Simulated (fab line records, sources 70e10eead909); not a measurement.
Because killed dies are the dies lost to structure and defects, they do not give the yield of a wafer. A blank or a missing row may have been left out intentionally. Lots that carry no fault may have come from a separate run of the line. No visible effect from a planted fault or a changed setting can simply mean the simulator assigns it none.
fab line records | flow nandHarc
record: lots: 5 wafers: 15 lastDay: 24
route steps=1159 shown A_STAIRCASE@547 END@1159
lots with no fault: from the same line, run without faults
startH: hours from the record's first day to the start of the lot's first wafer shown | waitH: how many hours have passed since the lot's step before this one | " same as the row above | L1.1+2: several wafers, shown together as one row | - either no value or no given start | * or withheld: withheld | < > ~ a bound
route shown NAME@n: NAME is a module with steps in the file, n the number in the route of the first one | usual: the fault-free wafers' mean and standard deviation | same: alike in all rows | chamber/n: place in a boat | sites: the reading at each site | _std_site: standard deviation across them | _edge_site: the outer-site mean with the inner-site mean subtracted | radiusMm: for every site, how far away it sits from the centre of the wafer | mask NAME#n: copy n | behind: the last tool/chamber to shape the wafer | hold: why the lot went on hold/how many hours it stayed there/how the hold came to an end | device: transistor that didn't switch, given as n, p or np | end of line: at the end of the route, the tests of the same wafers | a step without rows: its recipe alone | killed: dies that structure and defects cost at the first sort, which is not the same as the wafer's yield | map: a wafer's dies, x killed, . not, _ none there
set.NAME: the setting as run; set.NAME@STEP: as run at that earlier step | model.NAME: the simulator's own value behind a step, which no gauge read
lots at some steps of the route; a table a step, a row a wafer
services: the hour from which a tool's chamber was out of use, counted from the record's first day as startH (under 0 if before that day), plus the number of hours and why
== steps ==
step: NHARC_A_STAIRCASE_DESCUM_11
recipe: timeS: 3 o2FlowSccm: 200 arFlowSccm: 0 biasPowerW: 0 chemistry: O2
step: NHARC_A_STAIRCASE_TRIM_12
recipe: timeS: 211.2 o2FlowSccm: 500 arFlowSccm: 0 biasW: 0 chemistry: O2
step: NHARC_A_STAIRCASE_ETCH_13
recipe: targetDepthA: 1000 timeS: 40.5 ionEnergyEv: 400 c4f8FlowSccm: 20 o2FlowSccm: 10 arFlowSccm: withheld rfW: 600 biasW: 1000 chemistry: C4F8/O2
usual: oesProductAu: 0.938/0.013 rfVppV: 893/3.7
columns lot.wafer tool chamber startH waitH oesProductAu rfHoursCounterH rfVppV
L936.3 rieDiel-09 3 - - 0.960 6 890
L936.2 " 0 " " 0.955 7 898
L936.5 " 3 " " 0.968 - 890
L938.4 rieDiel-13 3 - - 0.939 2 894
L938.3 " 0 " " 0.935 2 896
L938.6 " 2 " " 0.943 - 890
L949.2 rieDiel-13 2 - - 0.959 20 890
L949.5 " 0 " " 0.954 - 896
L949.6 " 1 " " 0.961 - 895
L946.2 rieDiel-10 1 - - 0.926 60 900
L946.4 " 2 " " 0.926 63 890
L946.3 " 0 " " 0.923 52 892
L951.1 rieDiel-13 1 - - 0.936 26 894
L951.3 " 2 " " 0.929 28 890
L951.5 " 2 " " 0.928 - 889
step: NHARC_A_STAIRCASE_TRIM_14
recipe: timeS: 211.2 o2FlowSccm: 500 arFlowSccm: 0 biasW: 0 chemistry: O2
step: NHARC_A_STAIRCASE_ETCH_15
recipe: targetDepthA: 1000 timeS: 40.5 ionEnergyEv: 400 c4f8FlowSccm: 20 o2FlowSccm: 10 arFlowSccm: withheld rfW: 600 biasW: 1000 chemistry: C4F8/O2
step: NHARC_A_STAIRCASE_TRIM_16
recipe: timeS: 211.2 o2FlowSccm: 500 arFlowSccm: 0 biasW: 0 chemistry: O2
step: NHARC_A_STAIRCASE_ETCH_17
recipe: targetDepthA: 1000 timeS: 40.5 ionEnergyEv: 400 c4f8FlowSccm: 20 o2FlowSccm: 10 arFlowSccm: withheld rfW: 600 biasW: 1000 chemistry: C4F8/O2
step: NHARC_A_STAIRCASE_TRIM_18
recipe: timeS: 211.2 o2FlowSccm: 500 arFlowSccm: 0 biasW: 0 chemistry: O2
usual: drypumpMotorCurrentA: 6.0/0.47 o2FlowSccm: 500.1/1.4 oesProductAu: 1.000/0.0089 rfVppV: 57.7/0.75 showerheadPlenumPTorr: 3.45/0.098 throttleValvePct: 17.036/0.0086
columns lot.wafer tool chamber startH waitH drypumpMotorCurrentA o2FlowSccm oesProductAu rfHoursCounterH rfVppV showerheadPlenumPTorr throttleValvePct
L936.2 rieDiel-09 3 - - 6.6 500.3 1.010 7 56.6 3.34 17.031
L936.3 " 0 " " 5.6 500.3 0.987 7 57.7 3.56 17.025
L936.5 " 0 " " 5.6 498.7 0.994 - 57.5 3.56 17.058
L938.4 rieDiel-13 3 - - 6.2 502.3 1.004 2 58.4 3.47 17.028
L938.3 " 2 " " 5.9 499.4 0.996 2 57.5 3.36 17.037
L938.6 " 3 " " 6.2 500.2 0.998 - 58.2 3.47 17.049
L949.2 rieDiel-13 3 - - 6.2 500.5 0.993 23 56.8 3.46 17.037
L949.6 " 0 " " 5.7 498.7 1.010 - 58.0 3.52 17.033
L949.5 " 1 " " 6.7 500.1 1.004 - 57.9 3.47 17.035
L946.3 rieDiel-10 1 - - 5.4 498.6 1.005 60 59.1 3.68 17.042
L946.4 " 2 " " 5.1 500.7 0.988 63 58.2 3.39 17.029
L946.2 " 0 " " 5.7 498.8 0.993 53 58.3 3.39 17.027
L951.3 rieDiel-13 0 - - 5.7 498.9 0.997 28 57.7 3.52 17.049
L951.1 " 1 " " 6.6 500.5 1.003 27 55.9 3.47 17.043
L951.5 " 0 " " 5.7 499.8 1.005 - 57.9 3.52 17.048
step: NHARC_A_STAIRCASE_ETCH_19
recipe: targetDepthA: 1000 timeS: 40.5 ionEnergyEv: 400 c4f8FlowSccm: 20 o2FlowSccm: 10 arFlowSccm: withheld rfW: 600 biasW: 1000 chemistry: C4F8/O2
usual: oesProductAu: 0.941/0.011 rfVppV: 893/3.7
columns lot.wafer tool chamber startH waitH oesProductAu rfHoursCounterH rfVppV
L936.3 rieDiel-09 3 - - 0.934 7 889
L936.2 " 2 " " 0.930 6 889
L936.5 " 0 " " 0.922 - 898
L938.3 rieDiel-13 1 - - 0.959 1 894
L938.4 " 0 " " 0.942 2 895
L938.6 " 2 " " 0.947 - 891
L949.2 rieDiel-13 3 - - 0.943 23 894
L949.5 " 1 " " 0.951 - 895
L949.6 " 2 " " 0.948 - 890
L946.3 rieDiel-10 2 - - 0.928 63 890
L946.4 " 3 " " 0.936 65 894
L946.2 " 1 " " 0.942 61 901
L951.3 rieDiel-13 3 - - 0.926 28 893
L951.1 " 0 " " 0.925 29 896
L951.5 " 3 " " 0.936 - 893
step: NHARC_A_STAIRCASE_TRIM_20
recipe: timeS: 211.2 o2FlowSccm: 500 arFlowSccm: 0 biasW: 0 chemistry: O2
usual: drypumpMotorCurrentA: 6.0/0.47 o2FlowSccm: 500.1/1.4 oesProductAu: 1.001/0.0092 rfVppV: 57.7/0.95 showerheadPlenumPTorr: 3.45/0.098 throttleValvePct: 17.038/0.0086
columns lot.wafer tool chamber startH waitH drypumpMotorCurrentA o2FlowSccm oesProductAu rfHoursCounterH rfVppV showerheadPlenumPTorr throttleValvePct
L936.3 rieDiel-10 3 285.78 0.2 5.8 500.5 1.014 40 56.2 3.50 17.033
L936.2 " 0 " " 5.7 499.5 1.009 30 55.9 3.40 17.022
L936.5 " 3 " " 5.8 498.6 1.009 - 57.4 3.50 17.036
L938.4 rieDiel-13 0 288.82 0.1 5.7 498.2 0.998 2 57.7 3.53 17.038
L938.3 " 2 " " 5.9 499.7 1.001 2 57.9 3.36 17.039
L938.6 " 0 " " 5.7 498.2 1.004 - 57.2 3.53 17.041
L949.2 rieDiel-10 2 343.63 0.1 5.0 501.4 1.005 61 56.6 3.39 17.040
L949.5 " 3 " " 5.9 501.1 1.006 - 58.1 3.48 17.049
L949.6 " 0 " " 5.8 497.7 0.987 - 57.1 3.39 17.057
L946.2 rieDiel-13 0 348.21 0.1 5.7 498.5 0.998 23 57.9 3.52 17.054
L946.3 " 1 " " 6.6 499.3 0.999 21 59.0 3.47 17.044
L946.4 " 0 " " 5.8 499.1 0.994 - 59.0 3.52 17.047
L951.3 rieDiel-09 2 359.32 1.2 6.5 499.5 0.977 39 58.5 3.33 17.031
L951.1 " 0 " " 5.6 498.4 0.996 37 58.8 3.54 17.031
L951.5 " 1 " " 6.2 499.9 1.002 - 56.8 3.38 17.034
step: NHARC_A_STAIRCASE_ETCH_21
recipe: targetDepthA: 1000 timeS: 40.5 ionEnergyEv: 400 c4f8FlowSccm: 20 o2FlowSccm: 10 arFlowSccm: withheld rfW: 600 biasW: 1000 chemistry: C4F8/O2
step: NHARC_A_STAIRCASE_TRIM_22
recipe: timeS: 211.2 o2FlowSccm: 500 arFlowSccm: 0 biasW: 0 chemistry: O2
usual: drypumpMotorCurrentA: 6.0/0.48 o2FlowSccm: 499.6/1.4 oesProductAu: 1.000/0.0087 rfVppV: 57.7/0.85 showerheadPlenumPTorr: 3.45/0.1 throttleValvePct: 17.037/0.0095
columns lot.wafer tool chamber startH waitH drypumpMotorCurrentA o2FlowSccm oesProductAu rfHoursCounterH rfVppV showerheadPlenumPTorr throttleValvePct
L936.2 rieDiel-10 3 286.03 - 5.8 497.6 1.010 40 59.1 3.50 17.054
L936.3 " 2 " " 5.0 499.4 0.997 38 56.1 3.40 17.037
L936.5 " 3 " " 5.8 498.9 1.003 - 58.0 3.50 17.032
L938.3 rieDiel-13 1 289.07 - 6.6 499.6 0.996 2 57.1 3.48 17.042
L938.4 " 0 " " 5.7 501.5 1.002 2 58.1 3.53 17.038
L938.6 " 2 " " 5.9 500.6 0.995 - 57.2 3.36 17.057
L949.2 rieDiel-10 3 343.88 - 5.9 499.3 1.007 62 59.7 3.48 17.020
L949.6 " 0 " " 5.8 499.9 0.994 - 57.2 3.39 17.032
L949.5 " 1 " " 5.4 499.4 0.994 - 58.4 3.68 17.040
L946.2 rieDiel-13 2 348.78 - 5.9 500.2 0.995 23 55.7 3.35 17.032
L946.3 " 0 " " 5.7 498.9 0.764 23 57.8 3.52 17.024
L946.4 " 2 " " 5.9 501.6 0.993 - 57.0 3.35 17.036
L951.1 rieDiel-09 1 359.69 - 6.2 500.4 1.000 36 57.8 3.38 17.042
L951.3 " 0 " " 5.7 499.1 0.976 37 57.0 3.54 17.037
L951.5 " 1 " " 6.2 501.3 1.001 - 57.9 3.38 17.032
step: NHARC_A_STAIRCASE_ETCH_23
recipe: targetDepthA: 1000 timeS: 40.5 ionEnergyEv: 400 c4f8FlowSccm: 20 o2FlowSccm: 10 arFlowSccm: withheld rfW: 600 biasW: 1000 chemistry: C4F8/O2
usual: oesProductAu: 0.943/0.013 rfVppV: 893/3.8
columns lot.wafer tool chamber startH waitH oesProductAu rfHoursCounterH rfVppV
L936.3 rieDiel-10 2 - - 0.932 38 891
L936.2 " 3 " " 0.942 40 895
L936.5 " 1 " " 0.939 - 903
L938.3 rieDiel-13 3 - - 0.929 3 894
L938.4 " 2 " " 0.938 2 889
L938.6 " 3 " " 0.928 - 894
L949.2 rieDiel-10 3 - - 0.949 62 894
L949.6 " 1 " " 0.929 - 901
L949.5 " 2 " " 0.948 - 891
L946.3 rieDiel-13 1 - - 0.937 22 894
L946.2 " 2 " " 0.941 23 888
L946.4 " 0 " " 0.939 - 896
L951.3 rieDiel-09 0 - - 0.929 37 896
L951.1 " 1 " " 0.934 36 889
L951.5 " 0 " " 0.924 - 896
step: NHARC_END_SORT_01
recipe: tempC: 25
usual: killedAtArray: 27/8 killedAtOther: 0.8/1.2 killedAtPeriphery: 3.3/2.3 killedDies: 31/8.8 killedOpen: 3.2/2.1 killedShort: 2.1/1.4
same: grossDies: 677
columns lot.wafer tool chamber startH waitH hold killedAtArray killedAtOther killedAtPeriphery killedDies killedOpen killedShort
L936.2 prober-01 0 491.95 2.8 - 22 0 6 28 4 3
L936.3 prober-01 0 492.76 3.1 - 27 0 7 34 3 1
L936.5 prober-01 0 494.37 3.7 - 18 0 2 20 0 3
L938.3 prober-02 0 495.59 3.1 - 31 0 2 33 3 1
L938.4 prober-02 0 496.39 3.4 - 26 1 6 33 4 3
L938.6 prober-02 0 498.01 4.0 - 42 2 2 46 5 3
L949.2 prober-01 0 550.78 2.8 - 20 0 4 24 2 1
L949.5 prober-01 0 553.19 3.7 - 18 0 5 23 6 3
L949.6 prober-01 0 554.00 4.0 - 22 0 7 29 2 2
L946.2 prober-01 0 558.63 2.8 awaitDispo/3.5h/release 35 0 2 37 1 2
L946.3 prober-01 0 559.44 3.1 awaitDispo/3.5h/release 606 2 2 610 1 1
L946.4 prober-01 0 560.25 3.4 awaitDispo/3.5h/release 36 1 3 40 5 3
L951.1 prober-02 0 569.31 2.5 - 28 2 2 32 4 2
L951.3 prober-02 0 570.91 3.1 - 23 0 2 25 1 2
L951.5 prober-02 0 572.51 3.7 - 20 0 6 26 4 2
killed by level:class
L936.2 A_SLIT:chamberFilmFlake=12 A_CHANNEL_HOLE_D1:chamberFilmFlake=4 P_BONDPAD:chamberFilmFlake=2 A_CONTACT:chamberFilmFlake=2 P_STI:geometricParticle:open=1 P_M0:geometricParticle:open=1 P_M1:geometricParticle:short=1 P_M2:geometricParticle:open=1
L936.3 A_SLIT:chamberFilmFlake=12 A_CONTACT:chamberFilmFlake=5 A_CHANNEL_HOLE_D1:chamberFilmFlake=4 P_BONDPAD:chamberFilmFlake=3 P_GATE:chamberFilmFlake=2 A_ZERO_WELL:chamberFilmFlake=2 P_CONTACT:geometricParticle:open=1 A_ONON_D1:geometricParticle:open=1
L936.5 A_SLIT:chamberFilmFlake=9 A_CHANNEL_HOLE_D1:chamberFilmFlake=3 A_CHANNEL_FILL_D1:chamberFilmFlake=2 A_SGD_CUT:geometricParticle:short=1 A_CONTACT:geometricParticle:short=1 A_M0:geometricParticle:short=1 P_GATE:chamberFilmFlake=1 P_M1:chamberFilmFlake=1
L938.3 A_CHANNEL_HOLE_D1:chamberFilmFlake=13 A_CONTACT:chamberFilmFlake=8 A_CHANNEL_FILL_D1:chamberFilmFlake=2 A_STAIRCASE:chamberFilmFlake=2 A_WL_FILL:chamberFilmFlake=2 P_CONTACT:geometricParticle:open=1 A_CHANNEL_FILL_D1:geometricParticle:open=1 A_M0:geometricParticle:open=1
L938.4 A_CHANNEL_HOLE_D1:chamberFilmFlake=9 A_CONTACT:chamberFilmFlake=5 A_WL_FILL:chamberFilmFlake=4 P_ZERO_WELL:chamberFilmFlake=3 A_CONTACT:geometricParticle:open=2 P_STI:chamberFilmFlake=2 A_ONON_D1:geometricParticle:short=1 A_CHANNEL_FILL_D1:geometricParticle:short=1
L938.6 A_CHANNEL_HOLE_D1:chamberFilmFlake=26 A_WL_FILL:chamberFilmFlake=3 A_M0:geometricParticle:short=2 A_M1:geometricParticle:open=2 A_CHANNEL_FILL_D1:chamberFilmFlake=2 A_STAIRCASE:chamberFilmFlake=2 A_CONTACT:chamberFilmFlake=2 A_CHANNEL_FILL_D1:geometricParticle:open=1
L949.2 A_CHANNEL_HOLE_D1:chamberFilmFlake=5 A_SLIT:chamberFilmFlake=4 A_CONTACT:chamberFilmFlake=4 P_STI:chamberFilmFlake=2 A_CHANNEL_FILL_D1:chamberFilmFlake=2 A_STAIRCASE:chamberFilmFlake=2 A_CHANNEL_FILL_D1:geometricParticle:open=1 A_CHANNEL_FILL_D1:geometricParticle:short=1
L949.5 A_CONTACT:chamberFilmFlake=5 A_CHANNEL_HOLE_D1:chamberFilmFlake=4 A_SLIT:chamberFilmFlake=2 P_GATE:geometricParticle:open=1 P_CONTACT:geometricParticle:open=1 P_M0:geometricParticle:open=1 P_M1:geometricParticle:open=1 A_ONON_D1:geometricParticle:short=1
L949.6 A_CONTACT:chamberFilmFlake=7 A_CHANNEL_HOLE_D1:chamberFilmFlake=4 A_CHANNEL_FILL_D1:chamberFilmFlake=4 A_SLIT:chamberFilmFlake=3 P_STI:chamberFilmFlake=2 A_WL_FILL:chamberFilmFlake=2 P_GATE:geometricParticle:open=1 P_GATE:geometricParticle:short=1
L946.2 A_CHANNEL_HOLE_D1:chamberFilmFlake=20 A_STAIRCASE:chamberFilmFlake=4 A_M0:chamberFilmFlake=4 A_WL_FILL:chamberFilmFlake=2 P_STI:geometricParticle:short=1 A_SOURCE_PLATE:geometricParticle:short=1 A_M0:geometricParticle:open=1 P_STI:chamberFilmFlake=1
L946.3 A_STAIRCASE:areaTrim=572 A_CHANNEL_HOLE_D1:chamberFilmFlake=21 A_STAIRCASE:chamberFilmFlake=5 A_WL_FILL:chamberFilmFlake=3 A_M0:chamberFilmFlake=3 THIN_TSV:chamberFilmFlake=2 P_M2:geometricParticle:open=1 A_CONTACT:geometricParticle:short=1
L946.4 A_CHANNEL_HOLE_D1:chamberFilmFlake=14 A_STAIRCASE:chamberFilmFlake=5 A_M0:chamberFilmFlake=4 A_ZERO_WELL:chamberFilmFlake=3 A_WL_FILL:chamberFilmFlake=3 P_M0:geometricParticle:open=2 A_WL_FILL:geometricParticle:open=2 P_M0:geometricParticle:short=1
L951.1 A_CONTACT:chamberFilmFlake=11 A_CHANNEL_HOLE_D1:chamberFilmFlake=9 P_M0:geometricParticle:open=1 A_ONON_D1:geometricParticle:short=1 A_CHANNEL_FILL_D1:geometricParticle:open=1 A_CONTACT:geometricParticle:short=1 A_CONTACT:geometricParticle:open=1 P_M0:chamberFilmFlake=1
L951.3 A_CHANNEL_HOLE_D1:chamberFilmFlake=12 A_CONTACT:chamberFilmFlake=3 A_CHANNEL_FILL_D1:chamberFilmFlake=2 A_SLIT:chamberFilmFlake=2 A_ONON_D1:geometricParticle:open=1 A_WL_FILL:geometricParticle:short=1 A_CONTACT:geometricParticle:short=1 P_GATE:chamberFilmFlake=1
L951.5 A_CONTACT:chamberFilmFlake=8 A_CHANNEL_HOLE_D1:chamberFilmFlake=8 P_GATE:geometricParticle:open=2 P_M0:geometricParticle:short=1 P_M0:geometricParticle:open=1 A_CONTACT:geometricParticle:open=1 A_M0:geometricParticle:short=1 P_STI:chamberFilmFlake=1
map L946.3 (x killed, . not)
____________x____________
_________xxxxxxx_________
_______xxxxxxxx.xx_______
______xxxxxxxxxxxxx______
_____x.xxxxxx.xxxxxx_____
____xx.xxxxxxxxxxxxxx____
____xxxxxxxxxxxxxxxxx____
___.xxxxxxxxxxxxxxxxxx___
___x.xxxxxxxxxxxxxxxxx___
__xxxxxx.x.xxxxxxxxxxxx__
__xxxxxxxxxxxxxxxxxxxxx__
_xxxxxxxxxxxxxxxxxxxxxxx_
_xxxxxxxxxxxxxxxxxxxxxxx_
_xx.xxxxxxxxxxxxxxxxxxxx_
_xxxxxxxxxxxxxxxxxxxxxxx_
_xx.xxxxxxxxxxxxxxxxx.xx_
xxxxxxxxxxxxxxxxxxxxx.xx.
x.xxxxxxxx.xxxxxxxxxxxxxx
.xxxxxxxxxxxxxxxxxxxxxxxx
.xxxxxxxxxxxxxxxxxxxxxxxx
xxxxxxxxxxxxxxxxx.xxxxx..
_xxxxxxxxxxxxxxxxx.xxxxx_
_.xxxxxxxxxxxxxxxxxxxxx._
_.xxxxxxxxxxxxxxxxxxxxx._
_.xxxxxxxxxxxxxxxxxxxxxx_
_...x.xxxxxxxxxxxxxxxxx._
__..xxxxxxxxxxxxxxxxxxx__
__.xxxxxxxxxxxxx.xxxxxx__
___xxx.xxxxxxxxxxxxxxx___
___.x..xxx.x..xxxxx.xx___
____xxxxxxxxxxxxxxxxx____
____..xxxxxx..x..xxx.____
_____...xx.x.xxxxxxx_____
______xxx.xxxx.x.x.______
_______.x.x.xxxxx._______
_________.x...xx_________
____________x____________
map L938.6 (x killed, . not)
____________.____________
_________.....x._________
_______..........._______
______..........x..______
_____.............x._____
____.................____
____.........x.......____
___...................___
___...............x...___
__.....................__
__............x........__
_................x......_
_......................._
_.....x....x............_
_............x........x._
_............x.x........_
...........x.x..x........
............xxx.x........
..........x..xxx.xx......
.......x.....xxxx........
............x.xx..x......
_............x...x......_
_x.............x.x......_
_............x.........._
_..x...................._
_.x..............x......_
__.....................__
__.....................__
___...................___
___...................___
____................x____
____................x____
_____..............._____
______.............______
_______..........._______
_________......._________
____________.____________
== services ==
columns tool chamber startH hours kind
rieDiel-10 0 260.65 - clean
rieDiel-10 1 260.65 - clean
rieDiel-10 2 260.65 - clean
rieDiel-13 3 272.41 8.6 repair
rieDiel-13 - 276.04 9.0 pm
rieDiel-13 0 276.04 9.0 ventCycle
rieDiel-13 1 276.04 9.0 ventCycle
rieDiel-13 2 276.04 9.0 ventCycle
rieDiel-13 0 285.04 - clean
rieDiel-13 1 285.04 - clean
rieDiel-13 2 285.04 - clean
rieDiel-13 3 285.04 - clean
rieDiel-13 2 305.68 4.4 repair
rieDiel-13 0 309.68 - clean
rieDiel-13 1 309.68 - clean
rieDiel-13 3 309.68 - clean
rieDiel-13 0 334.22 - clean
rieDiel-13 1 334.22 - clean
rieDiel-13 2 334.22 - clean
rieDiel-13 3 334.22 - clean
rieDiel-13 0 359.97 - clean
rieDiel-13 1 359.97 - clean
rieDiel-13 2 359.97 - clean
rieDiel-13 3 359.97 - clean
== key ==
firstSign: step: NHARC_A_STAIRCASE_TRIM_22 reading: oesProductAu direction: down sigmas: 27 usual: 1.000 struck: 0.764
effect: step: NHARC_END_SORT_01 reading: killedAtArray direction: up sigmas: 72 usual: 27 struck: 606
moreKillsBornAt: NHARC_A_STAIRCASE_TRIM_22@rieDiel-13: 572
metAt NHARC_A_STAIRCASE_TRIM_22
struckWafers L946.3
laterRowsLeftOut L946.3
testerLeftOut L946
onsetBetween 289.07 348.78
fault: kind: processParameterDrift tool: rieDiel-13 chamber: 0 onsetH: 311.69 steps: NHARC_A_STAIRCASE_TRIM_22 channel: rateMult offset: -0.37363 shape: step endH: 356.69
testerLeftOut: of these lots the tester's yield and bins aren't shown, on N5 and GAA mostly nor the transistor test; their killed dies are dies lost to structure and defects alone, not to doping, threshold or leakage, so they don't give the yield
laterRowsLeftOut: the simulator's readings of these wafers behind a module that went badly wrong aren't trusted and aren't shown, but for the sort
